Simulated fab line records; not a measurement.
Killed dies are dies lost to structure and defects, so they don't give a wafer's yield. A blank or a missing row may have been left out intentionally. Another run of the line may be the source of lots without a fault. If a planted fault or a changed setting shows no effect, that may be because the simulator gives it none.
Split-lot trial -- flow n5 finfet -- route with 1938 steps; 7 lots, 21 wafers read

== ON THE SPLIT ==
At N5_BEOL_M4_COAT_67 (time 60 s, resist thk 60 nm), the setting spin rpm was moved away from the recipe's 1500 rpm on 10 of the 21 wafers read, by -10.3% to +4.4%. For the rest of the wafers, this setting stayed at what the recipe calls for.

== FROM THE SPLIT TO THE READING: what the file shows between them, 4 steps ==
- N5_BEOL_M4_COAT_68: time 60 s, resist thk 12 nm
- N5_BEOL_M4_COAT_76: time 60 s, resist thk 5 nm
- N5_BEOL_M4_ALD_98: deposits SiO2, target thk 2.5 nm, pulse time 1 s, co reactant pulse time 1 s
- N5_BEOL_M4_ETCHBACK_99: etches SiO2 in CHF3, target depth 5 nm, time 10.4 s

== THE READING ==
etch.depth nm (the simulator's own value, which no gauge read), in nm, at N5_BEOL_M4_ETCH_70 (etches SOC in N2/H2, target depth 80 nm, overetch 24 nm, time 130 s). There is no usual value for it anywhere in the file. Average 60.27 nm, standard deviation 0.11 nm, over the 11 wafers here run with the recipe.

wafer,"tool, chamber at the split","spin rpm as run, rpm",against the recipe,"etch.depth nm, nm",against lot-mates on the recipe
L076.1,"litho track-01, 0",1500,recipe,60.34,-
L076.5,"litho track-01, 0",1369,-8.7%,63.01,+2.67
L076.6,"litho track-01, 0",1369,-8.7%,63.04,+2.70
L078.2,"litho track-02, 0",1500,recipe,60.08,-
L078.3,"litho track-02, 0",1442,-3.9%,61.57,+1.41
L078.5,"litho track-02, 0",1500,recipe,60.24,-
L087.1,"litho track-02, 0",1500,recipe,60.03,-
L087.5,"litho track-02, 0",1500,recipe,60.23,-
L087.6,"litho track-02, 0",1406,-6.3%,61.88,+1.75
L088.1,"litho track-01, 0",1500,recipe,60.39,-
L088.3,"litho track-01, 0",1385,-7.7%,62.81,+2.42
L088.6,"litho track-01, 0",1385,-7.7%,62.92,+2.53
L089.4,"litho track-01, 0",1500,recipe,60.38,-
L089.5,"litho track-01, 0",1500,recipe,60.28,-
L089.6,"litho track-01, 0",1345,-10.3%,63.61,+3.28
L091.1,"litho track-05, 0",1566,+4.4%,58.78,no lot-mate on the recipe
L091.4,"litho track-05, 0",1566,+4.4%,59.04,no lot-mate on the recipe
L091.6,"litho track-05, 0",1566,+4.4%,58.86,no lot-mate on the recipe
L094.2,"litho track-05, 0",1500,recipe,60.33,-
L094.5,"litho track-05, 0",1500,recipe,60.38,-
L094.6,"litho track-05, 0",1500,recipe,60.3,-

THE FIT
A straight line over all 21 wafers: etch.depth nm changes by -0.318 nm for each +1% of spin rpm; r = -1.00; the points scatter about the line by 0.14 nm.
The same after taking each lot's own level away (the mean of its wafers on the recipe; 18 wafers): -0.313 nm for each +1%; r = -1.00; scatter 0.097 nm.
The reading moves by 3.2 nm for the largest change in spin rpm, on that fit.
The span of the lots' own levels, 60.130 to 60.390 nm, comes to 2.3 times the standard deviation stated above.
The two slopes agree, so the slope changes little with the lot-to-lot level.
Check: +3.22 nm against its lot-mates is what the line predicts for one of the wafers moved furthest among these (-10.3%) when that wafer is left out of the fit. Against them it came out at +3.28 nm.

== THE OTHER SPLITS THESE WAFERS WENT THROUGH ==
Before the reading, these wafers also passed through other splits. Each is held against what the fit with the lots' levels taken away leaves over:
other split on the same wafers,wafers away from the commonest value,r with etch.depth nm (lot level and that fit taken away)
N5_BEOL_M4_ETCH_64 bias w,8,-0.26

== THE WHOLE CHAIN: every reading that the file lists as answering this split, in the file's order ==
step,what it does,reading,change (the file's fit),r (the file's)
N5_BEOL_M4_COAT_67,"time 60 s, resist thk 60 nm","SOC_of_BEOL_M4_COAT_67.thk nm (the simulator's own value, which no gauge read)",-0.312 nm for each +1% of the setting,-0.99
N5_BEOL_M4_ETCH_70,"etches SOC in N2/H2, target depth 80 nm, overetch 24 nm, time 130 s","etch.depth nm (the simulator's own value, which no gauge read)",-0.313 nm for each +1% of the setting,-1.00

== FILE'S OWN FIT ==
etch.depth nm changes by -0.313 nm for each +1% of spin rpm, r = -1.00.
